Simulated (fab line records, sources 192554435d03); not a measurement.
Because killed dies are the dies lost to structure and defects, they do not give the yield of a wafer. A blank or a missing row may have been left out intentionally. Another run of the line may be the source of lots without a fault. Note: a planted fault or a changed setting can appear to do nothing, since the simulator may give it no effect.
Comparing a struck lot with a sound one :: flow n5_finfet :: 18 out of 1938 route steps
Sound: the wafers L102.3, L102.5, L102.6. Struck: wafer L114.6. (L114.3 of the same lot was not struck and is left out.) The cause comes at the end.
Each step with rows lists, per side, the tool, then ch with its chambers, then its first start. Under that, the readings that differ: sound wafers :: struck wafers :: difference of the means :: sigmas: that difference in standard deviations of wafers without a fault.
alike: readings with means less than 2 such deviations apart, plus words and numbers identical on both sides. not compared: withheld readings, readings lacking a value on some wafer, bounds such as >300 that could conceal the same value, and numbers that have no deviation in the record and whose values overlap.
The two part at a step that has a row with sigmas, a row that says differs or no value, or rows on one side only. Numbers that don't overlap but have no deviation are shown without sigmas and don't part them. A reading missing from all wafers of one side parts the sides only when that side holds two or more wafers.

N5_BEOL_M15_ETCH_61: etches BARC in N2/H2, target depth 89 nm, overetch 26.7 nm, time 67.9 s.
  sound on rie_diel-05 ch 1,2, day 13 00:11; struck on rie_diel-05 ch 0, day 15 12:51
reading: drypump_motor_current_A (A)
sound: 5.9 5.9 6.0
struck: 5.0
difference: -0.9
sigmas: -2
  alike: bias_w, chamber_pressure_mTorr, n2_flow_sccm, oes_product_au, rf_vpp_V, showerhead_plenum_p_Torr, throttle_valve_pct
  not compared: rf_hours_counter_h
then, 2 steps without rows for these wafers: N5_BEOL_M15_TRENCH_ETCH_34 (etches SiO2 in C4F8/O2/Ar, target depth 872.93 nm, time 199 s); N5_BEOL_M15_STRIP_36 (strips in O2).
N5_BEOL_M15_STRIP_62: strips in O2.
  sound: rie_diel-02 ch 1,3; struck: rie_diel-05 ch 1
reading: chamber_pressure_mTorr (mTorr)
sound: 30.031 29.947 30.030
struck: 30.062
difference: +0.059
sigmas: +2

reading: showerhead_plenum_p_Torr (Torr)
sound: 2.25 2.06 2.24
struck: 2.01
difference: -0.17
sigmas: -3
  alike: drypump_motor_current_A, oes_product_au, rf_vpp_V, throttle_valve_pct
  not compared: rf_hours_counter_h
N5_BEOL_M15_STRIP_37: strips in O2.
  sound: rie_diel-02 ch 1,3; struck: rie_diel-05 ch 1
reading: showerhead_plenum_p_Torr (Torr)
sound: 2.25 2.06 2.25
struck: 2.01
difference: -0.18
sigmas: -3
  alike: chamber_pressure_mTorr, drypump_motor_current_A, oes_product_au, rf_vpp_V, throttle_valve_pct
  not compared: rf_hours_counter_h
N5_BEOL_M15_ETCH_38: etches SiCN in CF4/N2, target depth 106.4 nm, time 120.5 s.
  sound: rie_diel-02 ch 1,3; struck: rie_diel-05 ch 1
reading: rf_vpp_V (V)
sound: 386.1 380.3 386.3
struck: 380.7
difference: -3.5
sigmas: -2

reading: showerhead_plenum_p_Torr (Torr)
sound: 2.34 2.15 2.34
struck: 2.15
difference: -0.13
sigmas: -2
  alike: bias_w, cf4_flow_sccm, chamber_pressure_mTorr, drypump_motor_current_A, n2_flow_sccm, oes_product_au, throttle_valve_pct
  not compared: rf_hours_counter_h
then, 5 steps without rows for these wafers: N5_BEOL_M15_PRECLEAN_39 (cleans in residue remover, time 60 s); N5_BEOL_M15_SRD_40 (time 30 s, dry time 30 s); N5_BEOL_M15_DEGAS_41 (time 60 s); N5_BEOL_M15_PRE_CLEAN_42 (time 30 s); N5_BEOL_M15_SPUTTER_43 (material TaN, target thk 15 nm, time 24.19 s).
N5_BEOL_M15_SPUTTER_44: material Ta, target thk 15 nm, time 24.19 s.
  sound on pvd_sputter-01, day 13 03:40; struck on pvd_sputter-01, day 15 14:07
reading: model.Ta_of_BEOL_M15_SPUTTER_44.thk_nm (nm)
sound: 14.8 14.6 14.8
struck: 12
difference: -3
sigmas: 
  alike: chamber_pressure_pa, throttle_valve_pct
  not compared: susceptor_temp_C
then, 2 steps without rows for these wafers: N5_BEOL_M15_SPUTTER_45 (material Cu, target thk 100 nm, time 16.67 s); N5_BEOL_M15_ECD_47 (material Cu, target thk 1860 nm).
N5_BEOL_M15_ANNEAL_48: time 90 s.
  sound on rtp_anneal-02 ch 0, day 13 05:32; struck on rtp_anneal-01 ch 0, day 15 14:46
  alike: anneal_temp_c, wafer_temp_C_max
N5_BEOL_M15_CMP_49: polishes, stops on SiO2, t overpolish 4.9 s, target thk 850 nm.
  sound on cmp-01 ch 2,3, day 13 05:44; struck on cmp-04 ch 2, day 15 15:05
reading: barrier_field_endpoint_s (s)
sound: 11.3 10.9 11.2
struck: 10.3
difference: -0.8
sigmas: -3
  alike: edge_zone_pressure_frac, motor_current_A
N5_BEOL_M15_THK_MEAS_50: measures by xrf.
  sound on film_metro-01, day 13 06:02; struck on film_metro-02, day 15 15:16
  alike: M15_THK
N5_PASSIVATION_PROBE_49:
  the record has rows for the struck wafers here (prober-01, day 16 07:47) and none for the sound ones

== WHERE THEY PART ==
Last at N5_PASSIVATION_PROBE_49 as far as this record goes, first at N5_BEOL_M15_ETCH_61.

WHY: the cause the simulator had injected
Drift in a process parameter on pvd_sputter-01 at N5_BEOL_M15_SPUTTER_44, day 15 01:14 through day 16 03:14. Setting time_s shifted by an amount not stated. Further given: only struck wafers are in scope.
